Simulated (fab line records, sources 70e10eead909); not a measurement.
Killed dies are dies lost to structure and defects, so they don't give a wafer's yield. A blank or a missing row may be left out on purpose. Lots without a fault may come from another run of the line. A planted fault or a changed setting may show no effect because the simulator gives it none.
A struck lot beside a sound one | flow nand_harc | 13 steps out of a route of 1159
Sound: wafers L815.3, L815.4, L815.5. Struck: wafers L818.2, L818.4, L818.6. The cause comes at the end.
At each step with rows: each side's tool, then ch and its chambers, then its first start. Under that, the readings that differ: sound wafers | struck wafers | difference of the means | sigmas: that difference in standard deviations of wafers without a fault.
alike: readings whose means differ by less than 2 such deviations, and words and numbers that are the same on both sides. not compared: withheld readings, readings that some wafer has no value for, bounds like >300 that may hide the same value, and numbers for which the record gives no deviation and whose values overlap.
The two part at a step that has a row with sigmas, a row that says differs or no value, or rows on one side only. Numbers that don't overlap but have no deviation are shown without sigmas and don't part them. A reading that every wafer of one side lacks parts them only if that side has two wafers or more.

first, 1 step without rows for these wafers: NHARC_A_ONON_D1_DEP_00 (target thk 1000 nm).
NHARC_A_ONON_D1_THK_MEAS_02: measures by ellipsometry.
  sound on film_metro-01, day 9 02:38; struck on film_metro-02, day 9 22:29
  alike: thk_nm
then, 1 step without rows for these wafers: NHARC_A_ONON_D1_DEP_03 (target thk 1000 nm).
NHARC_A_ONON_D1_THK_MEAS_05: measures by ellipsometry.
  sound on film_metro-02, day 9 03:12; struck on film_metro-01, day 9 23:02
  alike: thk_nm
then, 1 step without rows for these wafers: NHARC_A_ONON_D1_DEP_06 (target thk 1000 nm).
NHARC_A_ONON_D1_THK_MEAS_08: measures by ellipsometry.
  sound on film_metro-01, day 9 04:07; struck on film_metro-01, day 9 23:37
  alike: thk_nm
then, 1 step without rows for these wafers: NHARC_A_ONON_D1_DEP_09 (target thk 1000 nm).
NHARC_A_ONON_D1_THK_MEAS_11: measures by ellipsometry.
  sound on film_metro-01, day 9 04:41; struck on film_metro-02, day 10 00:10
  alike: thk_nm
then, 1 step without rows for these wafers: NHARC_A_ONON_D1_DEP_12 (target thk 1000 nm).
NHARC_A_ONON_D1_THK_MEAS_14: measures by ellipsometry.
  sound on film_metro-02, day 9 05:14; struck on film_metro-01, day 10 00:45
  alike: thk_nm
then, 1 step without rows for these wafers: NHARC_A_ONON_D1_ANNEAL_15 (time 3600 s).
NHARC_A_ONON_D1_DEP_16: target thk 1000 nm.
  sound on pecvd_onon-02 ch 0, day 9 11:43; struck on pecvd_onon-02, day 10 08:04
  no value came back on the struck wafers for n2_flow_sccm (sccm), n2o_flow_sccm (sccm), sih4_flow_sccm (sccm); on the sound wafers n2_flow_sccm (sccm) reads 2744 2752 2757
-- the record jumps here: 12 days lie between the struck wafers' starts before and after (it left off in module A_ONON_D1 and takes up again in module END, whose first step shown is number 1159 of the route) --
NHARC_END_SORT_01:
  the record has rows for the struck wafers here (prober-01 ch 0, day 22 07:48) and none for the sound ones

WHERE THEY PART
First at NHARC_A_ONON_D1_DEP_16; last, within this record, at NHARC_END_SORT_01.

WHY: what the simulator had put in
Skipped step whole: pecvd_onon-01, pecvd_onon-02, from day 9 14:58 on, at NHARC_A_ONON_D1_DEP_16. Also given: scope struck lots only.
